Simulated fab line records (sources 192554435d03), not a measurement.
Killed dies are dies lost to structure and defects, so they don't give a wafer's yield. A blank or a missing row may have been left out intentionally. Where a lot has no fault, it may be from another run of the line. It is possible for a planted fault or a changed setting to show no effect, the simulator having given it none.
fab line records	flow n5-finfet
record lots=7	wafers=19	last-day=18
route steps=1938 shown BEOL_M11@1541 PASSIVATION@1936
lots with no fault: from the same line, run without faults
start-h: hours from the record's opening day to when the first of the lot's shown wafers began	wait-h: hours from the lot's prior step to this one	" unchanged from the row above	L1.1+2: several wafers, shown together as one row	- no value, or no start was given	* or withheld: withheld	< > ~ a bound
route shown NAME@n: a module of which the file shows steps, and the number in the route of the first	usual: mean and standard deviation over wafers with no fault	same: alike in all rows	chamber/n: place in a boat	sites: each site's reading	_std_site: how widely they spread, as a standard deviation	_edge_site: inner sites' mean taken away from outer sites' mean	radius-mm: for every site, how far away it sits from the centre of the wafer	mask NAME#n: copy n	behind: the tool/chamber that last shaped the wafer	hold: reason for holding the lot/hours on hold/outcome of the hold	device: whichever transistor did not switch (one of n, p or np)	end of line: at the end of the route, the tests of the same wafers	a step without rows: its recipe alone	killed: at the first sort, the dies lost to defects and structure; wafer yield is something else	map: dies across one wafer; x = killed, . = not, _ = none there
set.NAME: the setting that was run; set.NAME@STEP: the one run at that earlier step	model.NAME: the simulator's own value behind a step, which no gauge read
lots at selected steps of the route; one table per step, one row per wafer
services: from which hour (start-h, from the record's first day; less than 0 if before it) a tool's chamber was out of use, for how many hours, and why
## steps
# step N5_BEOL_M11_COAT_59
# recipe resist=SOC	temp-c=250	time-s=60	spin-rpm=1500	resist-thk-nm=100
# step N5_BEOL_M11_COAT_60
# recipe resist=SiARC	temp-c=220	time-s=60	spin-rpm=1500	resist-thk-nm=30
# step N5_BEOL_M11_COAT_05
# recipe resist=CAR-ArF	spin-rpm=1500	resist-thk-nm=90
# step N5_BEOL_M11_EBR_07
# recipe solvent=PGMEA	ebr-width-mm=1.5
# step N5_BEOL_M11_SOFTBAKE_06
# recipe temp-c=110	time-s=60	resist=CAR-ArF
# step N5_BEOL_M11_EXPOSE_08
# recipe mask-id=M11	na=1.35	source-shape=dipole	sigma-inner=0.411	sigma-outer=0.611	polarization=te	dose-mj=53.75
# step N5_BEOL_M11_PEB_09
# recipe peb-temp-c=withheld	peb-time-s=60	resist=CAR-ArF
# step N5_BEOL_M11_DEVELOP_10
# recipe develop-time-s=30	developer=TMAH	resist=CAR-ArF	rinse-liquid=diw	dry=air-spin	dev-temp-c=23
# step N5_BEOL_M11_CD_MEAS_11
# recipe target-cd-nm=64.1	landing-energy-ev=500	detector=se-inlens	polarity=opening
# usual cd-nm=64.3/0.71
lot.wafer	tool	chamber	start-h	wait-h	cd-nm
L332.1	cd-sem-02	0	238.56	-	64.3
L332.4	"	0	"	"	64.1
L332.5	"	0	"	"	64.5
L338.2	cd-sem-01	0	290.82	-	64.2
L338.4	"	0	"	"	64.1
L338.6	"	0	"	"	64.4
L341.2	cd-sem-01	0	317.49	-	64.4
L341.5	"	0	"	"	65.5
L341.6	"	0	"	"	65.5
L348.5	cd-sem-02	0	337.03	-	64.0
L348.6	"	0	"	"	65.0
L350.2	cd-sem-02	0	363.00	-	64.1
L350.4	"	0	"	"	63.5
L350.5	"	0	"	"	63.8
L349.2	cd-sem-02	0	371.41	-	65.8
L349.4	"	0	"	"	65.7
L352.2	cd-sem-01	0	375.61	-	64.4
L352.4	"	0	"	"	63.8
L352.5	"	0	"	"	64.6
# step N5_BEOL_M11_OVL_MEAS_12
# recipe points-per-wafer=44
# usual M11_OVL=-0.3/0.92
lot.wafer	tool	chamber	start-h	wait-h	M11_OVL[nm]
L332.1	overlay-01	0	238.59	0.0	-0.2
L332.4	"	0	"	"	-0.7
L332.5	"	0	"	"	-0.2
L338.2	overlay-01	0	290.85	0.0	0.0
L338.4	"	0	"	"	-0.6
L338.6	"	0	"	"	-1.0
L341.2	overlay-01	0	317.52	0.0	-0.2
L341.5	"	0	"	"	-0.4
L341.6	"	0	"	"	0.3
L348.5	overlay-01	0	337.06	0.0	0.1
L348.6	"	0	"	"	0.2
L350.2	overlay-01	0	363.03	0.0	-1.9
L350.4	"	0	"	"	-1.0
L350.5	"	0	"	"	-1.2
L349.2	overlay-01	0	371.44	0.0	1.1
L349.4	"	0	"	"	0.0
L352.2	overlay-01	0	375.64	0.0	-1.6
L352.4	"	0	"	"	-1.0
L352.5	"	0	"	"	-0.6
# step N5_BEOL_M11_INSPECT_13
# recipe mode=adi	inspect-instrument=brightfield
# usual raw-defect-count=439/92
lot.wafer	tool	chamber	start-h	wait-h	raw-defect-count
L332.1	defect-inspect-01	-	238.61	0.0	410
L332.4	"	-	"	"	386
L332.5	"	-	"	"	364
L338.2	defect-inspect-01	-	290.87	0.0	533
L338.4	"	-	"	"	421
L338.6	"	-	"	"	686
L341.2	defect-inspect-01	-	317.55	0.0	359
L341.5	"	-	"	"	597
L341.6	"	-	"	"	441
L348.5	defect-inspect-01	-	337.08	0.0	513
L348.6	"	-	"	"	423
L350.2	defect-inspect-02	-	363.05	0.0	445
L350.4	"	-	"	"	393
L350.5	"	-	"	"	658
L349.2	defect-inspect-02	-	371.46	0.0	371
L349.4	"	-	"	"	306
L352.2	defect-inspect-01	-	375.67	0.0	281
L352.4	"	-	"	"	399
L352.5	"	-	"	"	402
# step N5_BEOL_M11_DESCUM_16
# recipe chemistry=O2	time-s=7.9	source-power-w=50	bias-power-w=20	pressure-mtorr=20	rf-frequency-hz=2.712e+07	temp-c=40	resist=CAR-ArF	o2-flow-sccm=225
# usual drypump-motor-current-A=5.6/0.57	oes-product-au=0.79/0.087	rf-vpp-V=243.0/1.3	showerhead-plenum-p-Torr=2.08/0.062	throttle-valve-pct=20.41/0.25
lot.wafer	tool	chamber	start-h	wait-h	drypump-motor-current-A	oes-product-au	rf-hours-counter-h	rf-vpp-V	showerhead-plenum-p-Torr	throttle-valve-pct
L332.1	rie-diel-06	0	238.65	0.0	6.2	0.74	184	242.5	1.99	20.59
L332.4	"	1	"	"	5.1	0.71	231	244.0	2.07	20.48
L332.5	"	2	"	"	5.0	0.88	-	240.8	2.04	19.98
L338.2	rie-diel-06	2	291.06	0.2	4.9	0.85	63	241.8	2.04	20.00
L338.4	"	3	"	"	5.7	0.76	-	245.3	2.18	20.37
L338.6	"	0	"	"	6.2	0.73	-	242.6	1.99	20.62
L341.2	rie-diel-01	1	317.58	0.0	4.9	0.69	235	245.6	2.13	20.37
L341.5	"	2	"	"	6.0	0.77	-	244.4	2.08	20.35
L341.6	"	0	"	"	5.2	0.74	-	242.1	2.08	20.79
L348.5	rie-diel-01	3	337.13	0.0	5.9	0.71	-	242.5	2.00	20.76
L348.6	"	2	"	"	6.0	0.76	-	242.4	2.08	20.36
L350.2	rie-diel-01	3	363.09	0.0	5.9	0.70	237	242.4	2.00	20.78
L350.4	"	1	"	"	4.8	0.67	250	242.4	2.13	20.43
L350.5	"	2	"	"	6.0	0.75	-	243.2	2.08	20.37
L349.2	rie-diel-01	3	372.04	0.6	5.9	0.71	243	241.9	2.00	20.79
L349.4	"	3	"	"	5.9	0.71	-	242.6	2.00	20.77
L352.2	rie-diel-03	0	375.70	0.0	6.5	0.88	52	243.1	2.14	20.13
L352.4	"	2	"	"	6.6	0.87	-	243.9	2.06	20.43
L352.5	"	0	"	"	6.5	0.88	-	243.5	2.14	20.16
# step N5_BEOL_M11_ETCH_61
# recipe chemistry=CF4	target=SiARC	target-depth-a=390	mask-material=CAR-ArF	time-s=65	ion-energy-ev=80	pressure-mtorr=40	source-w=545	bias-w=36	Ar_flow_sccm=100	cf4-flow-sccm=100	ends=cleared
# usual drypump-motor-current-A=5.6/0.57	etch-rf-on-time-s=65.1/1.6	oes-product-au=0.67/0.071	rf-fwd-power-W=538.4/2.3	rf-vpp-V=183.9/1.1	showerhead-plenum-p-Torr=2.13/0.06	throttle-valve-pct=15.59/0.28
lot.wafer	tool	chamber	start-h	wait-h	drypump-motor-current-A	etch-rf-on-time-s	oes-product-au	rf-fwd-power-W	rf-hours-counter-h	rf-vpp-V	showerhead-plenum-p-Torr	throttle-valve-pct
L332.1	rie-diel-06	0	238.68	0.0	6.2	66.4	0.63	537.7	184	185.3	2.05	15.83
L332.4	"	1	"	"	5.1	64.9	0.61	540.3	231	184.0	2.11	15.71
L332.5	"	2	"	"	5.0	64.6	0.75	539.5	-	183.5	2.09	15.11
L338.2	rie-diel-06	2	291.10	0.0	5.0	64.9	0.73	537.3	63	183.0	2.08	15.14
L338.4	"	3	"	"	5.7	65.9	0.66	541.0	-	185.9	2.23	15.62
L338.6	"	0	"	"	6.2	67.1	0.62	538.0	-	183.2	2.04	15.86
L341.2	rie-diel-01	1	317.61	0.0	4.9	64.7	0.58	539.1	235	185.6	2.19	15.70
L341.5	"	2	"	"	6.0	62.0	0.67	540.1	-	183.0	2.17	15.76
L341.6	"	0	"	"	5.2	62.2	0.64	532.8	-	182.3	2.14	15.99
L348.5	rie-diel-01	3	337.17	0.0	5.9	40.6	0.82	530.1	-	182.2	2.03	15.79
L348.6	"	2	"	"	6.0	63.1	0.66	539.3	-	184.7	2.16	15.76
L350.2	rie-diel-01	3	363.12	0.0	5.9	67.8	0.59	537.0	237	184.4	2.03	15.81
L350.4	"	1	"	"	4.9	38.6	0.79	536.8	250	184.8	2.19	15.74
L350.5	"	2	"	"	6.0	37.2	0.91	529.7	-	183.9	2.16	15.79
L349.2	rie-diel-01	3	372.08	0.0	5.9	68.4	0.59	539.2	243	182.9	2.03	15.82
L349.4	"	3	"	"	5.9	40.8	0.80	530.7	-	182.7	2.03	15.82
L352.2	rie-diel-03	0	375.74	0.0	6.5	65.9	0.74	539.3	52	184.2	2.17	15.20
L352.4	"	2	"	"	6.6	63.1	0.74	541.1	-	183.8	2.10	15.55
L352.5	"	0	"	"	6.5	65.1	0.75	536.4	-	183.8	2.17	15.20
# step N5_BEOL_M11_ETCH_62
# recipe chemistry=N2/H2	target=SOC	target-depth-a=1100	overetch-a=220	mask-material=SiARC	temp-c=40	time-s=165	ion-energy-ev=200	pressure-mtorr=30	source-w=840	bias-w=150	n2-flow-sccm=200	h2-flow-sccm=200
# usual drypump-motor-current-A=5.6/0.56	oes-product-au=0.67/0.067	rf-fwd-power-W=837.4/2.6	rf-vpp-V=523.5/2.2	showerhead-plenum-p-Torr=2.52/0.077	throttle-valve-pct=17.77/0.23
lot.wafer	tool	chamber	start-h	wait-h	drypump-motor-current-A	oes-product-au	rf-fwd-power-W	rf-hours-counter-h	rf-vpp-V	showerhead-plenum-p-Torr	throttle-valve-pct
L332.1	rie-diel-06	0	238.73	0.0	6.2	0.64	833.3	184	521.9	2.41	17.97
L332.4	"	1	"	"	5.1	0.60	840.9	231	521.7	2.50	17.74
L332.5	"	2	"	"	5.0	0.73	837.0	-	522.1	2.49	17.43
L338.2	rie-diel-06	2	291.15	0.0	5.0	0.72	838.4	63	521.9	2.48	17.44
L338.4	"	3	"	"	5.7	0.65	845.7	-	527.2	2.65	17.72
L338.6	"	0	"	"	6.2	0.63	836.3	-	519.5	2.40	17.99
L341.2	rie-diel-01	1	317.66	0.0	4.8	0.58	836.6	235	527.1	2.61	17.86
L341.5	"	2	"	"	6.0	0.64	835.8	-	525.5	2.54	17.85
L341.6	"	0	"	"	5.2	0.61	838.9	-	524.1	2.52	18.15
L348.5	rie-diel-01	3	337.27	0.1	5.9	0.61	836.8	-	520.0	2.42	18.13
L348.6	"	2	"	"	6.0	0.63	838.5	-	523.4	2.54	17.87
L350.2	rie-diel-01	3	363.17	0.0	5.9	0.60	838.8	237	519.4	2.42	18.14
L350.4	"	1	"	"	4.9	0.58	838.3	250	525.6	2.61	17.88
L350.5	"	2	"	"	6.0	0.63	837.1	-	525.2	2.53	17.86
L349.2	rie-diel-01	3	372.13	0.0	5.9	0.60	839.7	243	519.9	2.42	18.13
L349.4	"	3	"	"	5.9	0.60	835.4	-	520.4	2.42	18.12
L352.2	rie-diel-03	0	375.79	0.0	6.5	0.74	836.4	52	523.1	2.60	17.62
L352.4	"	2	"	"	6.5	0.72	836.0	-	521.2	2.48	17.59
L352.5	"	0	"	"	6.5	0.74	839.1	-	524.9	2.60	17.68
# step N5_PASSIVATION_PROBE_49
# usual defect-limited-yield=91.3/1.7	killed_at_M0_to_M3=33/11	killed_at_M4_up=14/5.5	killed-at-contacts=13/6.5	killed-at-front-end=39/13	killed-at-other=3.4/2.9	killed-dies=103/20	killed-open=69/15	killed-short=32/8.1	sort_bin_5_function=5.1/1.1	sort_bin_6_memory=3.3/0.74	sort_bin_8_speed=0.00/0.014	sort-n-pass=1077/20	sort-yield-pct=91.3/1.7
# same gross-dies=1180	killed-at-back-side=0	sort_bin_4_leakage[%]=0
lot.wafer	tool	chamber	start-h	wait-h	defect-limited-yield[%]	killed_at_M0_to_M3	killed_at_M4_up	killed-at-contacts	killed-at-front-end	killed-at-other	killed-dies	killed-open	killed-short	sort_bin_5_function[%]	sort_bin_6_memory[%]	sort_bin_8_speed[%]	sort-n-pass	sort-yield-pct[%]
L341.2	prober-02	-	362.79	0.1	91.9	32	14	12	36	1	95	70	24	4.7	3.1	0	1085	91.9
L341.5	prober-02	-	362.94	0.2	89.5	55	28	9	29	3	124	87	36	6.2	3.9	0	1056	89.5
L341.6	prober-02	-	362.99	0.3	91.0	49	5	31	19	2	106	65	41	4.7	3.8	0	1074	91.0
L348.5	prober-01	-	385.94	0.2	92.4	32	11	19	26	2	90	64	25	4.3	2.9	0	1090	92.4
# killed by level:class
L341.2 FIN_SAQP:geometric-particle:open=15 MOL_CONTACT_COAG:geometric-particle:open=11 BEOL_M0_SAQP:geometric-particle:open=8 BEOL_M1:geometric-particle:open=7 FIN_SAQP:geometric-particle:short=5 BEOL_M0_SAQP:geometric-particle:short=5 BEOL_M3:geometric-particle:open=5 DUMMY_GATE:geometric-particle:open=4
L341.5 BEOL_M1:geometric-particle:open=15 FIN_SAQP:geometric-particle:open=12 BEOL_M0_SAQP:geometric-particle:open=12 BEOL_M4:geometric-particle:open=12 BEOL_M0_SAQP:geometric-particle:short=11 MOL_CONTACT_COAG:geometric-particle:open=9 FIN_SAQP:geometric-particle:short=4 BEOL_M0:geometric-particle:open=4
L341.6 MOL_CONTACT_COAG:geometric-particle:open=20 MOL_CONTACT_COAG:geometric-particle:short=11 BEOL_M2:geometric-particle:open=11 BEOL_M0_SAQP:geometric-particle:short=9 BEOL_M1:geometric-particle:open=9 BEOL_M0_SAQP:geometric-particle:open=8 BEOL_M1:geometric-particle:short=6 STI_FIN_REVEAL:geometric-particle:open=5
L348.5 MOL_CONTACT_COAG:geometric-particle:open=16 BEOL_M2:geometric-particle:open=15 BEOL_M3:geometric-particle:open=7 FIN_SAQP:geometric-particle:open=5 GATE_CUT:geometric-particle:short=5 FIN_SAQP:geometric-particle:short=4 STI_FIN_REVEAL:geometric-particle:open=4 BEOL_M2:geometric-particle:short=4
## services
tool	chamber	start-h	hours	kind
rie-diel-03	2	217.30	-	clean
rie-diel-03	2	217.30	-	consumable-replace:focus-ring
rie-diel-03	2	217.30	20.1	scheduled-down
rie-diel-03	2	217.30	20.1	vent-cycle
rie-diel-01	1	226.18	3.6	repair
rie-diel-01	0	241.59	12.8	repair
rie-diel-03	2	266.47	4.2	repair
rie-diel-06	1	290.13	8.6	repair
rie-diel-01	-	294.76	1.2	repair
rie-diel-03	3	303.82	-	clean
rie-diel-03	3	303.82	-	consumable-replace:focus-ring
rie-diel-03	3	303.82	16.7	scheduled-down
rie-diel-03	3	303.82	16.7	vent-cycle
rie-diel-06	1	312.47	-	clean
rie-diel-06	1	312.47	-	consumable-replace:focus-ring
rie-diel-06	1	312.47	21.9	scheduled-down
rie-diel-06	1	312.47	21.9	vent-cycle
rie-diel-03	-	357.61	13.2	repair
rie-diel-01	1	363.69	-	clean
rie-diel-01	1	363.69	-	consumable-replace:focus-ring
rie-diel-01	1	363.69	20.8	scheduled-down
rie-diel-01	1	363.69	20.8	vent-cycle
rie-diel-06	-	363.75	0.3	repair
## key
first-sign step=N5_BEOL_M11_ETCH_61	reading=etch-rf-on-time-s	direction=down	sigmas=16	usual=*	struck=*
effect step=N5_BEOL_M11_ETCH_61	reading=rf-fwd-power-W	direction=down	sigmas=2.9	usual=*	struck=*	wafers-moved=3
met-at N5_BEOL_M11_ETCH_61
struck-wafers L348.5,L349.4,L350.4,L350.5
onset-between 317.61 337.17
fault kind=process-parameter-drift	tool=rie-diel-01	chamber=-	onset-h=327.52	steps=N5_BEOL_M11_ETCH_61	channel=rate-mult	offset=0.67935	shape=step	end-h=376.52	scope=struck-wafers-only
